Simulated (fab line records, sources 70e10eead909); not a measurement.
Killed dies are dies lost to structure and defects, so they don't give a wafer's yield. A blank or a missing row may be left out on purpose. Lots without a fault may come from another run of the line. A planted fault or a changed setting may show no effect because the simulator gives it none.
Chamber matching | flow nand_harc | NHARC_A_STAIRCASE_CMP_450 on cmp-03: 4 sister chambers
The step polishes SiO2, target thk 200 nm. 8 wafers are shown with their chamber, then 9 later ones without.

WAFERS WITH THEIR CHAMBER
wafer  | chamber | motor_current_A (A)
L087.1 | 0       | 14.1
L087.5 | 2       | 12.3
L089.4 | 1       | 12.1
L089.5 | 3       | 10.2
L089.6 | 0       | 13.7
L090.2 | 3       | 9.9
L090.4 | 2       | 11.9
L090.6 | 1       | 11.6

WAFERS WITHOUT THEIR CHAMBER
wafer  | motor_current_A (A)
L093.1 | 14.2
L093.2 | 11.8
L093.3 | 10.1
L091.1 | 11.8
L091.3 | 13.5
L091.6 | 14.4
L094.3 | 12.5
L094.4 | 11.7
L094.6 | 10.2

WHICH CHAMBER EACH WENT THROUGH
wafer  | from the rows above     | in truth
L093.1 | 0                       | 0
L093.2 | can't be placed: 1 or 2 | 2
L093.3 | 3                       | 3
L091.1 | can't be placed: 1 or 2 | 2
L091.3 | 0                       | 0
L091.6 | 0                       | 0
L094.3 | can't be placed: 2 or 1 | 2
L094.4 | can't be placed: 1 or 2 | 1
L094.6 | 3                       | 3
Placed correctly: 5 of 9. Can't be placed from these rows: 4 (the true chamber is among the candidates in 4). Placed wrongly: 0.
How it was worked out, from the rows above alone: a wafer's distance from a chamber is the root of the sum, over the readings, of the square of ((its reading less the chamber's mean) divided by the reading's scatter). The wafer belongs to the nearest chamber; if the next one is less than 2 further off, it can't be placed. A chamber's mean is the mean of its shown wafers. The scatter: the root of (the sum of the squares of (reading less its chamber's mean) over the shown wafers, divided by (wafers less chambers)).
